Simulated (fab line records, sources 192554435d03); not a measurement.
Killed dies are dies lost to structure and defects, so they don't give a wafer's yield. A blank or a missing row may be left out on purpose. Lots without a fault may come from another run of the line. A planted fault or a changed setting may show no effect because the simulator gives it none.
Chamber matching | flow n5_finfet | N5_BEOL_M11_ETCH_65 on rie_diel-06: 4 sister chambers
The step etches SiARC in CF4, target depth 39 nm, time 65 s. 8 wafers are shown with their chamber, then 10 later ones without.

WAFERS WITH THEIR CHAMBER
wafer  | chamber | showerhead_plenum_p_Torr (Torr) | drypump_motor_current_A (A)
L075.6 | 2       | 2.10                            | 5.6
L079.6 | 1       | 2.25                            | 6.5
L082.3 | 2       | 2.09                            | 5.6
L084.5 | 3       | 1.98                            | 5.8
L085.5 | 0       | 2.03                            | 6.6
L085.6 | 1       | 2.25                            | 6.5
L093.1 | 3       | 1.97                            | 5.9
L093.4 | 0       | 2.03                            | 6.5

WAFERS WITHOUT THEIR CHAMBER
wafer  | showerhead_plenum_p_Torr (Torr) | drypump_motor_current_A (A)
L093.6 | 2.24                            | 6.5
L094.1 | 1.97                            | 5.9
L094.2 | 2.24                            | 6.5
L094.3 | 2.02                            | 6.5
L095.3 | 2.24                            | 6.5
L095.5 | 2.24                            | 6.5
L095.6 | 2.02                            | 6.5
L097.2 | 1.97                            | 5.9
L097.4 | 1.97                            | 5.9
L097.5 | 2.02                            | 6.5

WHICH CHAMBER EACH WENT THROUGH
wafer  | from the rows above | in truth
L093.6 | 1                   | 1
L094.1 | 3                   | 3
L094.2 | 1                   | 1
L094.3 | 0                   | 0
L095.3 | 1                   | 1
L095.5 | 1                   | 1
L095.6 | 0                   | 0
L097.2 | 3                   | 3
L097.4 | 3                   | 3
L097.5 | 0                   | 0
Placed correctly: 10 of 10. Can't be placed from these rows: 0. Placed wrongly: 0.
How it was worked out, from the rows above alone: a wafer's distance from a chamber is the root of the sum, over the readings, of the square of ((its reading less the chamber's mean) divided by the reading's scatter). The wafer belongs to the nearest chamber; if the next one is less than 2 further off, it can't be placed. A chamber's mean is the mean of its shown wafers. The scatter: the root of (the sum of the squares of (reading less its chamber's mean) over the shown wafers, divided by (wafers less chambers)).
